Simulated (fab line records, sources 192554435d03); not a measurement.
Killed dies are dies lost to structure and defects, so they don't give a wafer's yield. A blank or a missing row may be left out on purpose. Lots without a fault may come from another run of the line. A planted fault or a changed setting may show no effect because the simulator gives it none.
Which tool did it? | flow n5_finfet | 9 lots, 27 wafers sampled, at 6 steps of a route of 1938

WHAT THE GAUGES READ, wafer by wafer
N5_PMOS_HMC_CHANNEL_EPI_CD_MEAS_09: target cd 237.4 nm. Usual: cd_nm 237.0 nm, standard deviation 0.8.
lot  | measured    | on        | cd_nm (nm)        | flag
L888 | day 1 17:34 | cd_sem-01 | 237.1 235.7 237.2 |
L890 | day 2 05:18 | cd_sem-03 | 236.0 235.7 236.9 |
L894 | day 3 05:40 | cd_sem-02 | 236.1 235.2 236.1 |
L896 | day 3 17:20 | cd_sem-03 | 237.2 237.9 238.3 |
L899 | day 4 12:12 | cd_sem-03 | 236.3 236.6 236.5 |
L906 | day 6 05:17 | cd_sem-01 | 237.7 237.6 236.6 |
L908 | day 6 18:16 | cd_sem-01 | 237.0 238.9 236.5 |
L910 | day 7 05:49 | cd_sem-02 | 236.6 236.4 235.8 |
L911 | day 7 11:22 | cd_sem-01 | 236.7 237.4 238.4 |

N5_PMOS_HMC_CHANNEL_EPI_THK_MEAS_22. Usual: HMC_CMP_THK 54.1 nm, standard deviation 0.97.
lot  | measured    | on            | HMC_CMP_THK (nm) | flag
L888 | day 1 20:50 | film_metro-01 | 54.2 53.6 53.8   |
L890 | day 2 08:25 | film_metro-02 | 54.1 56.1 55.0   |
L894 | day 3 08:34 | film_metro-02 | 56.2 54.7 53.7   |
L896 | day 3 20:05 | film_metro-01 | 54.7 54.3 55.0   |
L899 | day 4 14:59 | film_metro-01 | 53.1 54.4 53.2   |
L906 | day 6 08:19 | film_metro-01 | 41.2 52.9 41.1   | OFF
L908 | day 6 20:37 | film_metro-02 | 55.2 40.6 40.8   | OFF
L910 | day 7 08:11 | film_metro-01 | 53.0 52.3 53.8   |
L911 | day 7 13:51 | film_metro-01 | 54.4 53.0 53.3   |

N5_BEOL_M4_RC_MEAS_101. Usual: CJ_P 5.74, standard deviation 0.23; DIBL_N 36.8 mV/V, standard deviation 2.1; DIBL_P 37.1 mV/V, standard deviation 2.2; IOFF_N 0.18 nA/um, standard deviation 0.037; IOFF_P 0.23 nA/um, standard deviation 0.041; ION_N 682 uA/um, standard deviation 13; ION_P 467 uA/um, standard deviation 8.6; SS_N 71.7 mV/dec, standard deviation 0.61; SS_P 73.5 mV/dec, standard deviation 0.6; VT_N 248 mV, standard deviation 3.4; VT_P -249 mV, standard deviation 3.5.
lot  | measured     | on        | CJ_P           | DIBL_N (mV/V)  | DIBL_P (mV/V)  | IOFF_N (nA/um) | IOFF_P (nA/um) | ION_N (uA/um) | ION_P (uA/um) | SS_N (mV/dec)  | SS_P (mV/dec)  | VT_N (mV)   | VT_P (mV)      | flag
L888 | day 7 21:26  | prober-01 | 5.75 5.87 5.86 | 35.8 36.0 37.5 | 36.0 36.6 38.2 | 0.16 0.16 0.18 | 0.24 0.24 0.26 | 689 682 693   | 488 473 484   | 71.3 71.6 71.4 | 73.0 73.7 73.5 | 246 248 246 | -246 -245 -244 |
L890 | day 8 14:53  | prober-01 | 5.82 5.50 5.74 | 33.7 32.8 34.0 | 35.1 33.8 34.8 | 0.12 0.10 0.12 | 0.17 0.15 0.16 | 662 649 662   | 457 440 452   | 70.5 70.6 70.7 | 72.7 72.9 72.3 | 252 257 253 | -252 -256 -257 |
L894 | day 9 13:36  | prober-01 | 5.16 5.56 5.57 | 37.9 37.7 36.2 | 37.5 38.5 37.0 | 0.18 0.18 0.14 | 0.21 0.22 0.19 | 657 675 659   | 445 456 449   | 72.1 71.6 71.4 | 73.3 73.6 72.8 | 250 247 253 | -250 -253 -251 |
L896 | day 9 22:05  | prober-02 | 5.56 5.74 5.31 | 38.2 38.9 39.4 | 36.8 38.7 37.6 | 0.18 0.22 0.21 | 0.22 0.26 0.22 | 670 683 666   | 460 461 452   | 72.3 71.8 72.5 | 73.4 73.8 73.1 | 246 242 247 | -249 -247 -252 |
L899 | day 10 20:10 | prober-01 | 5.85 5.64 5.89 | 36.6 37.5 34.7 | 35.9 37.5 34.7 | 0.15 0.17 0.13 | 0.19 0.22 0.18 | 674 684 670   | 461 471 464   | 71.2 71.4 71.0 | 73.1 73.5 73.2 | 252 250 252 | -253 -250 -253 |
L906 | day 12 08:43 | prober-02 | 6.39 6.04 6.42 | 36.3 35.7 32.1 | 37.1 35.9 32.2 | 0.17 0.15 0.10 | 0.20 0.21 0.14 | 673 678 661   | 421 473 411   | 71.9 71.7 71.4 | 73.8 73.5 72.6 | 248 250 255 | -252 -248 -257 | OFF
L908 | day 13 06:46 | prober-02 | 5.70 6.57 6.56 | 38.5 34.8 36.3 | 39.1 34.5 36.2 | 0.22 0.14 0.18 | 0.26 0.16 0.18 | 699 669 696   | 473 417 421   | 71.3 70.4 70.7 | 75.0 73.2 73.8 | 245 253 247 | -248 -253 -254 | OFF
L910 | day 13 08:25 | prober-01 | 6.03 6.05 5.92 | 35.1 35.8 37.7 | 37.3 37.5 41.0 | 0.16 0.16 0.22 | 0.20 0.20 0.26 | 677 684 690   | 466 464 468   | 70.8 71.4 71.8 | 72.6 73.9 74.3 | 249 250 247 | -250 -250 -248 |
L911 | day 13 18:50 | prober-01 | 5.60 5.93 5.82 | 36.3 38.0 37.9 | 35.6 38.2 38.1 | 0.15 0.18 0.18 | 0.20 0.25 0.24 | 679 682 688   | 466 469 469   | 71.5 72.5 71.8 | 73.2 74.5 73.6 | 249 248 249 | -251 -249 -247 |

WHICH TOOL RAN EACH LOT (tool, then ch and the chambers of the sampled wafers, then the start)
lot  | N5_PMOS_HMC_CHANNEL_EPI_ETCH_38 | N5_PMOS_HMC_CHANNEL_EPI_FIN_RECESS_16 | N5_PMOS_HMC_CHANNEL_EPI_CMP_21
L888 | rie_si-04 ch 1,2,3, day 1 18:05 | rie_si-04 ch 1,2,3, day 1 18:07       | cmp-01 ch 2,3, day 1 20:33
L890 | rie_si-06 ch 0,2,3, day 2 06:11 | rie_si-06 ch 0,2,3, day 2 06:13       | cmp-01 ch 0,1,2, day 2 08:07
L894 | rie_si-06 ch 0,1,2, day 3 06:11 | rie_si-06 ch 0,1,2, day 3 06:13       | cmp-02 ch 0,1,3, day 3 08:17
L896 | rie_si-04 ch 0,3, day 3 17:52   | rie_si-04 ch 0,3, day 3 17:53         | cmp-02 ch 0,1,2, day 3 19:49
L899 | rie_si-04 ch 2,3, day 4 12:45   | rie_si-04 ch 2,3, day 4 12:46         | cmp-01 ch 0,1,3, day 4 14:41
L906 | rie_si-04 ch 0,2, day 6 06:29   | rie_si-04 ch 0,2, day 6 06:30         | cmp-01 ch 0,2, day 6 08:04
L908 | rie_si-04 ch 0,1,2, day 6 18:47 | rie_si-04 ch 0,1,2, day 6 18:48       | cmp-03 ch 2,3, day 6 20:19
L910 | rie_si-02 ch 0,2,3, day 7 06:21 | rie_si-02 ch 0,2,3, day 7 06:22       | cmp-03 ch 0,1,2, day 7 07:56
L911 | rie_si-02 ch 0,3, day 7 12:01   | rie_si-02 ch 0,3, day 7 12:02         | cmp-02 ch 0,2,3, day 7 13:37
- N5_PMOS_HMC_CHANNEL_EPI_ETCH_38: etches SiO2 in CF4, target depth 1.5 nm.
- N5_PMOS_HMC_CHANNEL_EPI_FIN_RECESS_16: chemistry HBr/Cl2, target Si, target depth 54 nm, time 18 s.
- N5_PMOS_HMC_CHANNEL_EPI_CMP_21: polishes SiGe30, target thk 54 nm.

WHAT THE TOOLS THEMSELVES READ (means of the sampled wafers that have a number; where no wafer has one, the mark that the record gives instead)
N5_PMOS_HMC_CHANNEL_EPI_ETCH_38. Usual: drypump_motor_current_A 5.9 A, standard deviation 0.57; oes_product_au 1.006 a.u., standard deviation 0.021; rf_fwd_power_W 783 W, standard deviation 4.1; throttle_valve_pct 21.8 %, standard deviation 0.32.
lot  | tool      | drypump_motor_current_A (A) | oes_product_au (a.u.) | rf_fwd_power_W (W) | throttle_valve_pct (%) | flag
L888 | rie_si-04 | 6.3                         | 0.994                 | 788                | 22.0                   |
L890 | rie_si-06 | 6.1                         | 1.019                 | 781                | 21.7                   |
L894 | rie_si-06 | 5.6                         | 1.022                 | 782                | 21.5                   |
L896 | rie_si-04 | 6.3                         | 1.003                 | 787                | 22.1                   |
L899 | rie_si-04 | 6.5                         | 0.999                 | 785                | 21.9                   |
L906 | rie_si-04 | 5.8                         | 0.993                 | 785                | 21.6                   |
L908 | rie_si-04 | 6.0                         | 1.001                 | 785                | 21.7                   |
L910 | rie_si-02 | 5.5                         | 1.001                 | 780                | 22.0                   |
L911 | rie_si-02 | 5.6                         | 1.016                 | 780                | 22.0                   |

N5_PMOS_HMC_CHANNEL_EPI_FIN_RECESS_16. Usual: drypump_motor_current_A 5.9 A, standard deviation 0.56; oes_product_au 1.005 a.u., standard deviation 0.019; rf_fwd_power_W 794.9 W, standard deviation 2.7; throttle_valve_pct 35.4 %, standard deviation 0.41.
lot  | tool      | drypump_motor_current_A (A) | oes_product_au (a.u.) | rf_fwd_power_W (W) | throttle_valve_pct (%) | flag
L888 | rie_si-04 | 6.3                         | 0.999                 | 796.4              | 35.7                   |
L890 | rie_si-06 | 6.1                         | 1.021                 | 795.6              | 35.2                   |
L894 | rie_si-06 | 5.6                         | 1.014                 | 796.2              | 35.1                   |
L896 | rie_si-04 | 6.3                         | 1.003                 | 797.5              | 35.6                   |
L899 | rie_si-04 | 6.5                         | 0.997                 | 795.6              | 35.6                   |
L906 | rie_si-04 | 5.9                         | 0.989                 | 799.2              | 35.1                   |
L908 | rie_si-04 | 6.0                         | 1.002                 | 797.8              | 35.3                   |
L910 | rie_si-02 | 5.5                         | 1.001                 | 793.1              | 35.7                   |
L911 | rie_si-02 | 5.6                         | 1.014                 | 793.7              | 35.8                   |

N5_PMOS_HMC_CHANNEL_EPI_CMP_21. Usual: motor_current_A 11.4 A, standard deviation 1.2.
lot  | tool   | motor_current_A (A) | flag
L888 | cmp-01 | 11.9                |
L890 | cmp-01 | 12.1                |
L894 | cmp-02 | 10.1                |
L896 | cmp-02 | 11.5                |
L899 | cmp-01 | 12.2                |
L906 | cmp-01 | 11.5                |
L908 | cmp-03 | 11.7                |
L910 | cmp-03 | 11.7                |
L911 | cmp-02 | 11.2                |

THE ANSWER, worked out from the rows above alone
Rule: a lot is off if the mean of its wafers that have a number lies more than 3 standard deviations from the usual mean. A lot without any number at a reading at which 4 lots or more have one is off too. The other lots that the step has rows for count as sound. The gauges are gone through in route order, then the tools' own readings, and for those a lot's mean is taken as printed above. The first step at which some lot is off is used, and at that step the reading that is off furthest; a lot without a number counts as furthest.
Off: L906, L908, at N5_PMOS_HMC_CHANNEL_EPI_THK_MEAS_22 (HMC_CMP_THK).
A tool fits if, at a process step before that reading, it ran every lot that is off, and no sound lot after the first of them. The gauges at N5_PMOS_HMC_CHANNEL_EPI_THK_MEAS_22 aren't tried: what is off there is off at N5_BEOL_M4_RC_MEAS_101 too, on other tools, and a gauge's error can't cause that. One fits: rie_si-04 at N5_PMOS_HMC_CHANNEL_EPI_ETCH_38 and N5_PMOS_HMC_CHANNEL_EPI_FIN_RECESS_16. At N5_PMOS_HMC_CHANNEL_EPI_ETCH_38 its last sound lot is L899 (day 4 12:45), its first lot that is off L906 (day 6 06:29): a fault that began between those two fits.

WHAT THE SIMULATOR HAD PUT IN
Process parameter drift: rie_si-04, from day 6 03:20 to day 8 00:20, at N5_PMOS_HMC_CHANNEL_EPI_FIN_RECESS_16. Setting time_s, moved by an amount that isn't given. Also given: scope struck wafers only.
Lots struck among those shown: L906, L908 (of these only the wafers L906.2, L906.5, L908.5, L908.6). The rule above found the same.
